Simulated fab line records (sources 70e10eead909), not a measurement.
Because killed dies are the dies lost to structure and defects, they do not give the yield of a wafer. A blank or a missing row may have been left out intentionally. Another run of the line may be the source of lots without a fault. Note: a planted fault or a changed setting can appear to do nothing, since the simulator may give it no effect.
Matching of chambers    flow nand harc    NHARC_A_CONTACT_DEP_85 on pecvd-03: 3 sister chambers
The step deposits SiON, target thk 60 nm. 18 wafers are shown with their chamber, then 9 later ones without.

## WAFERS, EACH WITH ITS CHAMBER
wafer   chamber  heater power w (W)
L074.1  1        702
L074.2  0        823
L074.6  0        814
L076.2  1        756
L076.3  0        841
L076.4  2        693
L080.1  0        675
L080.4  0        687
L080.6  1        742
L081.1  2        737
L081.3  0        788
L081.6  2        706
L082.1  0        799
L082.2  1        728
L082.4  2        763
L089.3  1        705
L089.5  0        780
L089.6  2        654

SIGNATURES (averages over the wafers above)
reading         chamber 0  chamber 1  chamber 2  scatter within a chamber
heater power w  775.88     726.60     710.60     48.9
Rule: a wafer lies at a distance from a chamber equal to the root of the sum of squares, over the readings, of (its reading less the chamber's mean, divided by the reading's scatter). The wafer belongs to the nearest chamber; if the next one is less than 2 further off, it can't be placed. The scatter: the root of (the sum of the squares of (reading less its chamber's mean) over the shown wafers, divided by (wafers less chambers)).

## WAFERS MISSING THEIR CHAMBER
wafer   heater power w (W)
L095.1  693
L095.2  623
L095.5  707
L094.1  741
L094.4  718
L094.6  745
L096.1  675
L096.3  786
L096.6  705

## WHICH CHAMBER EACH ONE RAN IN
wafer   from the rows above           in truth
L095.1  can't be placed: 2 or 1 or 0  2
L095.2  can't be placed: 2 or 1 or 0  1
L095.5  can't be placed: 2 or 1 or 0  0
L094.1  can't be placed: 1 or 2 or 0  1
L094.4  can't be placed: 2 or 1 or 0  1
L094.6  can't be placed: 1 or 0 or 2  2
L096.1  can't be placed: 2 or 1 or 0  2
L096.3  can't be placed: 0 or 1 or 2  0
L096.6  can't be placed: 2 or 1 or 0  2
Correct placement for 0 of the 9. From these rows, 9 cannot be placed; in 9 the true chamber is one of the candidates. Wrongly placed: 0.
